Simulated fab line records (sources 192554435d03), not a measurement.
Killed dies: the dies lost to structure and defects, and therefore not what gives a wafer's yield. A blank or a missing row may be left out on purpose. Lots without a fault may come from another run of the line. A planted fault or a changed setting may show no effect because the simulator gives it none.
fab line records	flow n5_finfet
record: lots: 11	wafers: 30	last_day: 19
route steps=1938 shown BEOL_M15@1820 MIM_BOT@1832 PASSIVATION@1936
lots with no fault: from the same line, run without faults
start_h: hours from the record's opening day to when the first of the lot's shown wafers began	wait_h: how many hours have passed since the lot's step before this one	" same as the row above	L1.1+2: several wafers, shown together as one row	- value missing, or start not given	* or withheld: withheld	< > ~ a bound
route shown NAME@n: a module of which the file shows steps, and the number in the route of the first	usual: mean and standard deviation over wafers with no fault	same: alike in all rows	chamber/n: place in a boat	sites: per-site readings	_std_site: their standard deviation	_edge_site: the outer-site mean with the inner-site mean subtracted	radius_mm: for every site, how far away it sits from the centre of the wafer	mask NAME#n: copy n	behind: the tool/chamber that last shaped the wafer	hold: what put the lot on hold/how long, in hours/how the hold closed	device: which transistor (n, p or np) failed to switch	end of line: the tests these same wafers got at the end of their route	step lacking rows: just its recipe	killed: dies that structure and defects cost at the first sort, which is not the same as the wafer's yield	map: a wafer's dies, x killed, . not, _ none there
set.NAME: the run value of the setting; set.NAME@STEP: its run value at that earlier step	model.NAME: the simulator's own value behind a step, which no gauge read
the route's steps for a sample of lots (tables are steps, rows are wafers)
services: from which hour (start_h, from the record's first day; less than 0 if before it) a tool's chamber was out of use, for how many hours, and why
== steps ==
step: N5_BEOL_M15_SPUTTER_44
recipe: material: Ta	target_thk_a: 150	temp_c: 50	bias_v: 80	power_w: 15000	chamber_pressure_pa: 0.07	time_s: 24.19
usual: cathode_dc_power_W: 15000/2.6	susceptor_temp_C: 49.99/0.12	throttle_valve_pct: 30.3/0.85
lot.wafer	tool	chamber	start_h	wait_h	cathode_dc_power_W	susceptor_temp_C	throttle_valve_pct
L572.1	pvd_sputter-03	-	283.25	0.0	15002	49.85	31.4
L572.2	"	-	"	"	15000	49.84	31.1
L572.6	"	-	"	"	14999	49.99	30.8
L574.1	pvd_sputter-02	-	285.45	0.0	15000	50.00	29.5
L574.2	"	-	"	"	14995	50.19	29.9
L574.6	"	-	"	"	14998	50.06	30.7
L577.2	pvd_sputter-01	-	297.24	0.0	15003	49.75	28.4
L577.3	"	-	"	"	14998	49.84	30.4
L577.5	"	-	"	"	15000	49.90	30.2
L580.1	pvd_sputter-02	-	320.16	0.0	15003	49.94	29.7
L580.3	"	-	"	"	15000	50.10	29.7
L580.6	"	-	"	"	15001	50.09	30.7
L584.2	pvd_sputter-02	-	338.27	0.0	14995	49.84	29.8
L584.6	"	-	"	"	15001	49.94	29.6
L585.3	pvd_sputter-02	-	353.55	0.0	15000	49.96	29.7
L585.4	"	-	"	"	15003	50.18	29.7
L585.6	"	-	"	"	14995	50.04	29.7
L587.1	pvd_sputter-02	-	365.25	0.0	14999	50.00	29.7
L587.4	"	-	"	"	15003	49.88	30.7
L590.2	pvd_sputter-03	-	372.94	0.0	14999	49.80	32.3
L590.5	"	-	"	"	14999	49.99	30.9
L590.6	"	-	"	"	15000	49.89	30.8
L589.1	pvd_sputter-03	-	380.59	0.0	15006	50.05	32.0
L589.4	"	-	"	"	14999	50.02	30.8
L589.5	"	-	"	"	15001	50.16	31.2
L593.1	pvd_sputter-01	-	404.99	0.0	15002	49.79	30.4
L593.2	"	-	"	"	14999	50.14	30.3
L593.5	"	-	"	"	15001	50.07	29.7
L592.4	pvd_sputter-02	-	430.14	0.0	14999	50.00	29.7
L592.5	"	-	"	"	14999	49.85	29.7
step: N5_BEOL_M15_CMP_49
recipe: stop_on: SiO2	t_overpolish_s: 4.9	down_force_psi: 2	platen_rpm: 80	clearing_platen_down_force_psi: 2	clearing_platen_rpm: 80	post_cmp_clean: cu_alkaline	target_thk_nm: 850	clearing_platen_pad_velocity_m_s: 1.5917	pad_velocity_m_s: 1.5917
usual: barrier_field_endpoint_s: 11.34/0.25	motor_current_A: 8.1/0.58
lot.wafer	tool	chamber	start_h	wait_h	barrier_field_endpoint_s	motor_current_A
L572.2	cmp-04	0	284.37	0.2	11.67	7.5
L572.1	"	1	"	"	11.32	7.8
L572.6	"	0	"	"	11.37	7.5
L574.1	cmp-03	3	286.27	0.3	11.28	7.1
L574.2	"	0	"	"	11.22	6.7
L574.6	"	2	"	"	11.48	8.5
L577.3	cmp-04	2	298.78	0.6	11.76	7.6
L577.2	"	0	"	"	11.27	7.9
L577.5	"	1	"	"	11.55	8.1
L580.1	cmp-04	3	320.97	0.3	10.80	8.7
L580.3	"	0	"	"	11.11	7.5
L580.6	"	1	"	"	10.88	7.8
L584.2	cmp-03	3	339.08	0.3	11.33	7.5
L584.6	"	2	"	"	15.83	8.5
L585.3	cmp-04	0	354.31	0.2	11.10	7.8
L585.4	"	1	"	"	11.06	8.7
L585.6	"	0	"	"	15.52	8.2
L587.4	cmp-04	0	366.47	0.2	11.63	7.6
L587.1	"	1	"	"	15.69	7.6
L590.2	cmp-04	0	373.82	0.2	11.60	8.2
L590.6	"	3	"	"	11.32	8.5
L590.5	"	0	"	"	11.67	8.2
L589.4	cmp-04	3	381.36	0.2	11.50	9.0
L589.1	"	1	"	"	11.62	8.0
L589.5	"	3	"	"	11.50	8.5
L593.2	cmp-03	3	405.72	0.2	11.37	7.3
L593.1	"	2	"	"	11.43	8.3
L593.5	"	3	"	"	11.53	7.0
L592.4	cmp-01	1	431.16	0.2	11.83	8.8
L592.5	"	3	"	"	11.20	8.4
step: N5_BEOL_M15_INSPECT_55
recipe: inspect_instrument: darkfield	mode: post_dep
usual: raw_defect_count: 70/22
lot.wafer	tool	chamber	start_h	wait_h	raw_defect_count
L572.1	defect_inspect-01	-	284.78	0.0	61
L572.2	"	-	"	"	41
L572.6	"	-	"	"	73
L574.1	defect_inspect-01	-	286.64	0.0	61
L574.2	"	-	"	"	94
L574.6	"	-	"	"	70
L577.2	defect_inspect-01	-	299.22	0.0	95
L577.3	"	-	"	"	108
L577.5	"	-	"	"	44
L580.1	defect_inspect-01	-	321.34	0.0	46
L580.3	"	-	"	"	57
L580.6	"	-	"	"	55
L584.2	defect_inspect-02	-	339.46	0.0	68
L584.6	"	-	"	"	101
L585.3	defect_inspect-02	-	354.76	0.0	65
L585.4	"	-	"	"	70
L585.6	"	-	"	"	66
L587.1	defect_inspect-02	-	366.88	0.0	51
L587.4	"	-	"	"	56
L590.2	defect_inspect-01	-	374.23	0.0	33
L590.5	"	-	"	"	60
L590.6	"	-	"	"	55
L589.1	defect_inspect-01	-	381.77	0.0	39
L589.4	"	-	"	"	66
L589.5	"	-	"	"	45
L593.1	defect_inspect-02	-	406.17	0.0	66
L593.2	"	-	"	"	73
L593.5	"	-	"	"	97
L592.4	defect_inspect-02	-	431.50	0.0	74
L592.5	"	-	"	"	105
step: N5_MIM_BOT_DEGAS_01
recipe: ambient: vacuum	temp_c: 300	time_s: 60
usual: heater_power_w: 481/66	susceptor_temp_C: 299.99/0.18
lot.wafer	tool	chamber	start_h	wait_h	heater_power_w	susceptor_temp_C
L572.1	pvd_sputter-02	-	286.51	0.7	547	300.07
L572.2	"	-	"	"	389	299.76
L572.6	"	-	"	"	574	299.91
L574.1	pvd_sputter-03	-	289.09	1.4	411	300.22
L574.2	"	-	"	"	447	299.97
L574.6	"	-	"	"	433	299.94
L577.2	pvd_sputter-02	-	302.40	2.2	487	299.93
L577.3	"	-	"	"	398	299.85
L577.5	"	-	"	"	551	299.99
L580.1	pvd_sputter-02	-	325.64	3.2	500	300.02
L580.3	"	-	"	"	400	300.28
L580.6	"	-	"	"	500	300.12
L584.2	pvd_sputter-03	-	341.21	0.7	441	299.86
L584.6	"	-	"	"	430	300.12
L585.3	pvd_sputter-01	-	357.76	2.0	432	299.77
L585.4	"	-	"	"	631	299.95
L585.6	"	-	"	"	632	299.74
L587.1	pvd_sputter-02	-	367.95	0.1	562	299.97
L587.4	"	-	"	"	384	299.79
L590.2	pvd_sputter-02	-	375.57	0.3	427	300.09
L590.5	"	-	"	"	499	299.93
L590.6	"	-	"	"	431	300.14
L589.1	pvd_sputter-03	-	383.26	0.5	425	300.05
L589.4	"	-	"	"	494	299.88
L589.5	"	-	"	"	431	299.81
L593.1	pvd_sputter-01	-	407.63	0.4	646	300.20
L593.2	"	-	"	"	426	299.87
L593.5	"	-	"	"	421	299.99
L592.4	pvd_sputter-01	-	434.12	1.6	480	299.81
L592.5	"	-	"	"	429	300.15
step: N5_MIM_BOT_SPUTTER_00
recipe: material: TiN	target_thk_a: 350	temp_c: 200	power_w: 3000	chamber_pressure_pa: 0.49996	gas: Ar	reactive_partial_pa: 0.37997	time_s: 89.7
usual: cathode_dc_power_W: 3000.0/0.54	susceptor_temp_C: 199.99/0.16	throttle_valve_pct: 30.1/0.89
lot.wafer	tool	chamber	start_h	wait_h	cathode_dc_power_W	susceptor_temp_C	throttle_valve_pct
L572.1	pvd_sputter-02	-	286.55	0.0	3000.7	200.16	30.7
L572.2	"	-	"	"	2999.5	200.22	29.9
L572.6	"	-	"	"	2999.5	200.09	31.0
L574.1	pvd_sputter-03	-	289.13	0.0	2999.3	199.93	30.8
L574.2	"	-	"	"	3001.2	200.03	31.2
L574.6	"	-	"	"	3000.5	200.03	32.1
L577.2	pvd_sputter-02	-	302.44	0.0	3001.2	200.05	29.5
L577.3	"	-	"	"	3000.2	199.75	29.8
L577.5	"	-	"	"	3000.0	200.12	30.7
L580.1	pvd_sputter-02	-	325.68	0.0	2999.6	199.80	29.6
L580.3	"	-	"	"	3000.1	200.06	29.8
L580.6	"	-	"	"	3000.4	199.91	29.8
L584.2	pvd_sputter-03	-	341.25	0.0	3000.6	199.62	31.3
L584.6	"	-	"	"	3000.6	199.72	30.9
L585.3	pvd_sputter-01	-	357.80	0.0	2999.9	199.84	28.6
L585.4	"	-	"	"	3001.0	200.20	30.4
L585.6	"	-	"	"	2999.4	200.03	30.4
L587.1	pvd_sputter-02	-	367.99	0.0	3000.2	199.83	31.1
L587.4	"	-	"	"	2999.4	199.86	29.8
L590.2	pvd_sputter-02	-	375.61	0.0	3000.5	199.98	29.5
L590.5	"	-	"	"	2999.2	200.01	29.7
L590.6	"	-	"	"	3000.2	200.29	29.7
L589.1	pvd_sputter-03	-	383.30	0.0	2999.9	199.81	31.1
L589.4	"	-	"	"	3000.0	199.98	30.6
L589.5	"	-	"	"	3000.0	200.03	32.1
L593.1	pvd_sputter-01	-	407.67	0.0	3000.0	199.99	29.9
L593.2	"	-	"	"	3000.9	199.93	28.4
L593.5	"	-	"	"	2999.7	199.70	28.3
L592.4	pvd_sputter-01	-	434.16	0.0	3000.6	200.13	29.9
L592.5	"	-	"	"	3000.9	200.20	28.3
step: N5_PASSIVATION_PROBE_49
usual: defect_limited_yield: 91.5/1.7	killed_at_M0_to_M3: 33/11	killed_at_M4_up: 13/5.2	killed_at_contacts: 11/5.7	killed_at_front_end: 39/11	killed_at_other: 4/3	killed_dies: 101/20	killed_open: 66/15	killed_short: 33/8.4	sort_bin_5_function: 5.0/1.1	sort_bin_6_memory: 3.2/0.69	sort_bin_8_speed: 0.1/0.52	sort_n_pass: 1078/20	sort_yield_pct: 91.4/1.7
same: gross_dies: 1180	killed_at_back_side: 0	sort_bin_4_leakage[%]: 0
lot.wafer	tool	chamber	start_h	wait_h	defect_limited_yield[%]	killed_at_M0_to_M3	killed_at_M4_up	killed_at_contacts	killed_at_front_end	killed_at_other	killed_dies	killed_open	killed_short	sort_bin_5_function[%]	sort_bin_6_memory[%]	sort_bin_8_speed[%]	sort_n_pass	sort_yield_pct[%]
L572.1	prober-01	-	297.33	0.0	89.6	43	25	12	39	4	123	84	35	6.9	3.2	0	1057	89.6
L572.2	prober-01	-	297.38	0.1	90.3	31	20	19	40	4	114	68	37	5.7	3.8	0	1066	90.3
L572.6	prober-01	-	297.58	0.3	91.8	19	18	10	48	2	97	67	27	5.1	2.9	0	1083	91.8
L574.1	prober-01	-	300.72	0.0	91.4	33	21	4	42	1	101	60	40	5.6	2.9	0	1079	91.4
L574.2	prober-01	-	300.77	0.1	92.3	13	14	18	39	7	91	56	33	4.7	2.8	0.1	1088	92.2
L574.6	prober-01	-	300.97	0.3	92.0	32	12	10	38	2	94	56	35	5.1	2.6	0	1086	92.0
L577.2	prober-01	-	315.66	0.1	90.3	58	17	7	26	6	114	76	35	5.6	3.8	0	1066	90.3
L577.3	prober-01	-	315.71	0.1	91.9	41	11	9	32	2	95	62	31	5.3	2.5	0	1085	91.9
L577.5	prober-01	-	315.81	0.2	91.0	50	11	13	23	9	106	60	45	5.0	3.5	0	1074	91.0
L580.1	prober-01	-	337.32	0.0	93.8	23	11	5	27	7	73	48	23	3.7	2.3	0	1107	93.8
L580.3	prober-01	-	337.42	0.1	92.8	43	17	4	18	3	85	61	22	4.2	2.6	0.1	1095	92.8
L580.6	prober-01	-	337.57	0.3	91.8	37	11	7	40	2	97	68	27	5.7	2.4	0	1083	91.8
L584.2	prober-01	-	354.15	0.1	89.1	35	21	13	57	3	129	86	40	6.4	4.0	0	1051	89.1
L584.6	prober-01	-	354.35	0.3	90.7	47	12	15	32	4	110	60	48	5.7	3.3	0	1070	90.7
L585.3	prober-01	-	372.64	0.1	90.6	40	18	4	43	6	111	71	40	4.7	4.2	0	1069	90.6
L585.4	prober-01	-	372.69	0.2	91.9	39	15	5	33	4	96	65	30	5.3	2.7	0	1084	91.9
L585.6	prober-01	-	372.79	0.3	90.1	34	14	11	46	12	117	65	52	5.8	3.4	0.3	1060	89.8
L587.1	prober-02	-	382.02	0.0	90.4	38	14	3	56	2	113	62	46	5.2	3.6	0	1067	90.4
L587.4	prober-02	-	382.17	0.2	91.6	42	13	4	38	2	99	63	36	5.2	3.1	0	1081	91.6
L590.2	prober-01	-	386.72	0.1	91.6	25	16	8	45	5	99	69	29	4.2	4.0	0	1081	91.6
L590.5	prober-01	-	386.87	0.2	92.5	33	7	11	31	7	89	51	36	4.2	2.9	0	1091	92.5
L590.6	prober-01	-	386.92	0.3	92.1	36	6	20	26	5	93	64	28	4.3	3.3	0	1087	92.1
L589.1	prober-01	-	396.33	0.0	89.8	43	11	11	54	1	120	85	32	6.4	3.6	0	1060	89.8
L589.4	prober-01	-	396.48	0.2	90.8	31	15	16	43	3	108	60	45	4.8	3.9	0	1072	90.8
L589.5	prober-01	-	396.53	0.2	89.3	35	15	17	58	1	126	90	30	6.2	4.2	0	1054	89.3
L593.1	prober-02	-	419.39	0.0	92.9	21	18	9	32	4	84	59	20	4.7	2.5	0	1096	92.9
L593.2	prober-02	-	419.44	0.1	93.9	25	10	7	27	3	72	55	16	3.4	2.6	0	1108	93.9
L593.5	prober-02	-	419.59	0.2	89.2	27	23	26	51	0	127	86	40	6.4	4.2	0	1053	89.2
L592.4	prober-02	-	447.96	0.2	89.9	28	18	16	54	3	119	73	41	6.5	3.1	0	1061	89.9
L592.5	prober-02	-	448.01	0.2	92.8	23	17	21	22	2	85	49	32	3.9	3.0	0.1	1094	92.7
killed by level:class
L572.1 BEOL_M0_SAQP:geometric_particle:open=13 MOL_CONTACT_COAG:geometric_particle:open=11 BEOL_M4:geometric_particle:open=11 STI_FIN_REVEAL:geometric_particle:open=9 BEOL_M3:geometric_particle:open=9 BEOL_M0_SAQP:geometric_particle:short=8 FIN_SAQP:geometric_particle:open=5 GATE_CUT:geometric_particle:short=5
L572.2 MOL_CONTACT_COAG:geometric_particle:open=10 MOL_CONTACT_COAG:geometric_particle:short=9 STI_FIN_REVEAL:geometric_particle:open=8 BEOL_M4:geometric_particle:open=8 FIN_SAQP:geometric_particle:open=7 BEOL_M1:geometric_particle:open=7 STARTING-WAFER:geometric_particle:open=6 BEOL_M3:geometric_particle:short=6
L572.6 STI_FIN_REVEAL:geometric_particle:open=22 MOL_CONTACT_COAG:geometric_particle:open=8 BEOL_M1:geometric_particle:open=7 GATE_CUT:geometric_particle:open=6 STI_FIN_REVEAL:geometric_particle:short=4 BEOL_M3:geometric_particle:open=4 BEOL_M4:geometric_particle:open=4 BEOL_M5:geometric_particle:open=4
L574.1 FIN_SAQP:geometric_particle:short=13 BEOL_M0_SAQP:geometric_particle:short=12 BEOL_M0_SAQP:geometric_particle:open=8 BEOL_M4:geometric_particle:open=8 STI_FIN_REVEAL:geometric_particle:open=7 FIN_SAQP:geometric_particle:open=5 BEOL_M3:geometric_particle:open=4 BEOL_M5:geometric_particle:open=4
L574.2 MOL_CONTACT_COAG:geometric_particle:open=13 FIN_SAQP:geometric_particle:short=7 GATE_CUT:geometric_particle:short=6 GATE_CUT:geometric_particle:open=6 MOL_CONTACT_COAG:geometric_particle:short=5 STARTING-WAFER:geometric_particle:short=5 STARTING-WAFER:geometric_particle:open=5 FIN_SAQP:geometric_particle:open=4
L574.6 BEOL_M3:geometric_particle:open=10 FIN_SAQP:geometric_particle:short=8 STI_FIN_REVEAL:geometric_particle:open=8 MOL_CONTACT_COAG:geometric_particle:open=8 FIN_SAQP:geometric_particle:open=5 GATE_CUT:geometric_particle:short=5 BEOL_M1:geometric_particle:short=5 BEOL_M0_SAQP:geometric_particle:short=4
L577.2 BEOL_M3:geometric_particle:open=14 BEOL_M0_SAQP:geometric_particle:short=11 BEOL_M2:geometric_particle:open=10 BEOL_M0_SAQP:geometric_particle:open=9 BEOL_M4:geometric_particle:open=6 MOL_CONTACT_COAG:geometric_particle:open=6 BEOL_M1:geometric_particle:open=6 GATE_CUT:geometric_particle:short=4
L577.3 BEOL_M0_SAQP:geometric_particle:short=13 BEOL_M2:geometric_particle:open=13 FIN_SAQP:geometric_particle:short=8 GATE_CUT:geometric_particle:open=8 MOL_CONTACT_COAG:geometric_particle:open=8 BEOL_M1:geometric_particle:open=6 BEOL_M4:geometric_particle:open=4 STARTING-WAFER:geometric_particle:open=4
L577.5 BEOL_M3:geometric_particle:short=12 BEOL_M3:geometric_particle:open=11 MOL_CONTACT_COAG:geometric_particle:open=10 BEOL_M0_SAQP:geometric_particle:short=10 BEOL_M0_SAQP:geometric_particle:open=5 BEOL_M1:geometric_particle:open=5 STI_FIN_REVEAL:geometric_particle:open=4 GATE_CUT:geometric_particle:open=4
L580.1 BEOL_M0_SAQP:geometric_particle:short=7 FIN_SAQP:geometric_particle:open=5 STI_FIN_REVEAL:geometric_particle:open=5 BEOL_M1:geometric_particle:open=5 DUMMY_GATE:geometric_particle:open=4 MOL_CONTACT_COAG:geometric_particle:open=4 BEOL_M2:geometric_particle:open=4 PAD_METAL:geometric_particle:short=4
L580.3 BEOL_M0_SAQP:geometric_particle:open=10 BEOL_M2:geometric_particle:open=9 BEOL_M0_SAQP:geometric_particle:short=8 BEOL_M4:geometric_particle:open=7 DUMMY_GATE:geometric_particle:open=5 BEOL_M3:geometric_particle:open=5 STI_FIN_REVEAL:geometric_particle:open=4 GATE_CUT:geometric_particle:short=3
L580.6 FIN_SAQP:geometric_particle:open=16 BEOL_M0_SAQP:geometric_particle:open=10 BEOL_M0_SAQP:geometric_particle:short=9 FIN_SAQP:geometric_particle:short=7 BEOL_M2:geometric_particle:open=7 MOL_CONTACT_COAG:geometric_particle:open=5 BEOL_M1:geometric_particle:open=4 BEOL_M3:geometric_particle:open=4
L584.2 STI_FIN_REVEAL:geometric_particle:open=21 BEOL_M4:geometric_particle:open=11 MOL_CONTACT_COAG:geometric_particle:open=9 BEOL_M2:geometric_particle:open=9 BEOL_M0_SAQP:geometric_particle:open=8 STI_FIN_REVEAL:geometric_particle:short=7 BEOL_M1:geometric_particle:open=6 FIN_SAQP:geometric_particle:short=5
L584.6 MOL_CONTACT_COAG:geometric_particle:open=12 BEOL_M2:geometric_particle:short=9 FIN_SAQP:geometric_particle:short=8 BEOL_M0_SAQP:geometric_particle:short=8 BEOL_M0_SAQP:geometric_particle:open=7 BEOL_M3:geometric_particle:open=7 BEOL_M2:geometric_particle:open=5 BEOL_M1:geometric_particle:open=5
L585.3 BEOL_M0_SAQP:geometric_particle:short=15 STI_FIN_REVEAL:geometric_particle:open=11 FIN_SAQP:geometric_particle:open=9 BEOL_M0_SAQP:geometric_particle:open=9 BEOL_M5:geometric_particle:open=8 FIN_SAQP:geometric_particle:short=6 BEOL_M2:geometric_particle:open=6 BEOL_M1:geometric_particle:open=5
L585.4 BEOL_M0_SAQP:geometric_particle:short=12 STI_FIN_REVEAL:geometric_particle:open=11 BEOL_M0_SAQP:geometric_particle:open=11 BEOL_M4:geometric_particle:open=7 BEOL_M2:geometric_particle:open=7 GATE_CUT:geometric_particle:open=5 MOL_CONTACT_COAG:geometric_particle:open=4 FIN_SAQP:geometric_particle:short=3
L585.6 BEOL_M0_SAQP:geometric_particle:short=14 BEOL_M0_SAQP:geometric_particle:open=10 DUMMY_GATE:geometric_particle:open=8 MOL_CONTACT_COAG:geometric_particle:open=8 BEOL_M4:geometric_particle:open=6 FIN_SAQP:geometric_particle:short=5 DUMMY_GATE:geometric_particle:short=5 ILD0:geometric_particle:short=5
L587.1 BEOL_M0_SAQP:geometric_particle:short=17 BEOL_M0_SAQP:geometric_particle:open=12 FIN_SAQP:geometric_particle:open=9 GATE_CUT:geometric_particle:short=9 FIN_SAQP:geometric_particle:short=8 GATE_CUT:geometric_particle:open=8 BEOL_M4:geometric_particle:open=7 STI_FIN_REVEAL:geometric_particle:open=4
L587.4 GATE_CUT:geometric_particle:short=10 BEOL_M0_SAQP:geometric_particle:open=9 BEOL_M1:geometric_particle:open=9 FIN_SAQP:geometric_particle:open=8 BEOL_M0_SAQP:geometric_particle:short=8 BEOL_M2:geometric_particle:open=8 FIN_SAQP:geometric_particle:short=5 GATE_CUT:geometric_particle:open=5
L590.2 BEOL_M3:geometric_particle:open=9 STI_FIN_REVEAL:geometric_particle:open=8 GATE_CUT:geometric_particle:short=8 FIN_SAQP:geometric_particle:open=7 MOL_CONTACT_COAG:geometric_particle:open=7 GATE_CUT:geometric_particle:open=6 FIN_SAQP:geometric_particle:short=5 BEOL_M4:geometric_particle:open=5
L590.5 BEOL_M0_SAQP:geometric_particle:short=9 BEOL_M3:geometric_particle:open=9 FIN_SAQP:geometric_particle:open=8 GATE_CUT:geometric_particle:short=8 MOL_CONTACT_COAG:geometric_particle:open=7 FIN_SAQP:geometric_particle:short=5 BEOL_M0_SAQP:geometric_particle:open=5 BEOL_M2:geometric_particle:open=5
L590.6 MOL_CONTACT_COAG:geometric_particle:open=16 BEOL_M3:geometric_particle:open=12 BEOL_M3:geometric_particle:short=7 BEOL_M2:geometric_particle:open=6 BEOL_M0_SAQP:geometric_particle:open=6 FIN_SAQP:geometric_particle:open=5 STI_FIN_REVEAL:geometric_particle:open=5 FIN_SAQP:geometric_particle:short=4
L589.1 BEOL_M2:geometric_particle:open=22 FIN_SAQP:geometric_particle:open=11 FIN_SAQP:geometric_particle:short=9 MOL_CONTACT_COAG:geometric_particle:open=9 STI_FIN_REVEAL:geometric_particle:open=8 BEOL_M3:geometric_particle:open=7 DUMMY_GATE:geometric_particle:open=6 BEOL_M0_SAQP:geometric_particle:open=5
L589.4 MOL_CONTACT_COAG:geometric_particle:open=12 BEOL_M0_SAQP:geometric_particle:short=10 FIN_SAQP:geometric_particle:open=9 FIN_SAQP:geometric_particle:short=7 STI_FIN_REVEAL:geometric_particle:open=6 SPACER0:geometric_particle:short=6 GATE_CUT:geometric_particle:short=5 BEOL_M4:geometric_particle:open=5
L589.5 STI_FIN_REVEAL:geometric_particle:open=17 MOL_CONTACT_COAG:geometric_particle:open=15 FIN_SAQP:geometric_particle:open=11 BEOL_M2:geometric_particle:open=9 BEOL_M0_SAQP:geometric_particle:open=7 BEOL_M3:geometric_particle:open=6 FIN_SAQP:geometric_particle:short=5 BEOL_M0_SAQP:geometric_particle:short=5
L593.1 FIN_SAQP:geometric_particle:open=13 STI_FIN_REVEAL:geometric_particle:open=6 MOL_CONTACT_COAG:geometric_particle:open=6 BEOL_M4:geometric_particle:open=6 BEOL_M8:geometric_particle:open=5 FIN_SAQP:geometric_particle:short=4 BEOL_M0_SAQP:geometric_particle:open=4 BEOL_M0_SAQP:geometric_particle:short=4
L593.2 BEOL_M4:geometric_particle:open=8 FIN_SAQP:geometric_particle:open=7 MOL_CONTACT_COAG:geometric_particle:open=6 BEOL_M0_SAQP:geometric_particle:open=5 BEOL_M1:geometric_particle:open=5 BEOL_M3:geometric_particle:open=5 STI_FIN_REVEAL:geometric_particle:open=4 DUMMY_GATE:geometric_particle:open=4
L593.5 MOL_CONTACT_COAG:geometric_particle:open=21 FIN_SAQP:geometric_particle:open=14 FIN_SAQP:geometric_particle:short=14 BEOL_M5:geometric_particle:open=8 STI_FIN_REVEAL:geometric_particle:open=7 BEOL_M1:geometric_particle:open=7 BEOL_M2:geometric_particle:open=6 MOL_CONTACT_COAG:geometric_particle:short=5
L592.4 FIN_SAQP:geometric_particle:open=17 FIN_SAQP:geometric_particle:short=14 MOL_CONTACT_COAG:geometric_particle:open=14 BEOL_M3:geometric_particle:open=8 BEOL_M0_SAQP:geometric_particle:short=7 STI_FIN_REVEAL:geometric_particle:open=6 DUMMY_GATE:geometric_particle:open=5 BEOL_M0_SAQP:geometric_particle:open=4
L592.5 MOL_CONTACT_COAG:geometric_particle:open=18 BEOL_M0:geometric_particle:short=7 FIN_SAQP:geometric_particle:short=5 FIN_SAQP:geometric_particle:open=4 STARTING-WAFER:geometric_particle:short=4 MOL_CONTACT_COAG:geometric_particle:short=3 BEOL_M0_SAQP:geometric_particle:short=3 BEOL_M3:geometric_particle:open=3
== services ==
tool	chamber	start_h	hours	kind
cmp-03	-	261.62	0.7	repair
cmp-03	-	272.80	6.5	pm
cmp-04	-	276.78	0.6	repair
cmp-03	-	286.88	18.2	pm
cmp-01	-	294.23	3.9	repair
cmp-04	-	296.31	1.8	repair
cmp-01	-	298.98	4.0	pm
cmp-01	-	302.98	-	consumable_replace:conditioner
cmp-01	-	302.98	-	consumable_replace:pad
cmp-01	-	313.44	1.2	repair
cmp-04	-	341.81	5.5	pm
pvd_sputter-01	-	354.49	2.5	repair
cmp-01	-	367.52	13.8	pm
cmp-01	-	381.38	2.1	repair
cmp-04	-	383.28	0.5	repair
cmp-01	-	389.41	6.3	repair
cmp-04	-	404.16	0.8	repair
== key ==
first_sign: step: N5_BEOL_M15_CMP_49	reading: barrier_field_endpoint_s	direction: up	sigmas: 17	usual: 11.34	struck: 15.68
effect none on later readings
met_at N5_BEOL_M15_SPUTTER_44
struck_lots L584,L585,L587
struck_wafers L584.6,L585.6,L587.1
not_acting_at N5_BEOL_M15_INSPECT_55,N5_MIM_BOT_DEGAS_01,N5_MIM_BOT_SPUTTER_00
onset_between 320.16 338.27
fault: kind: process_parameter_drift	tool: pvd_sputter-02	chamber: -	onset_h: 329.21	steps: N5_BEOL_M15_SPUTTER_44	channel: time_s	offset: *	shape: step	end_h: 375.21	scope: struck_wafers_only	acts_in: *	stated: *
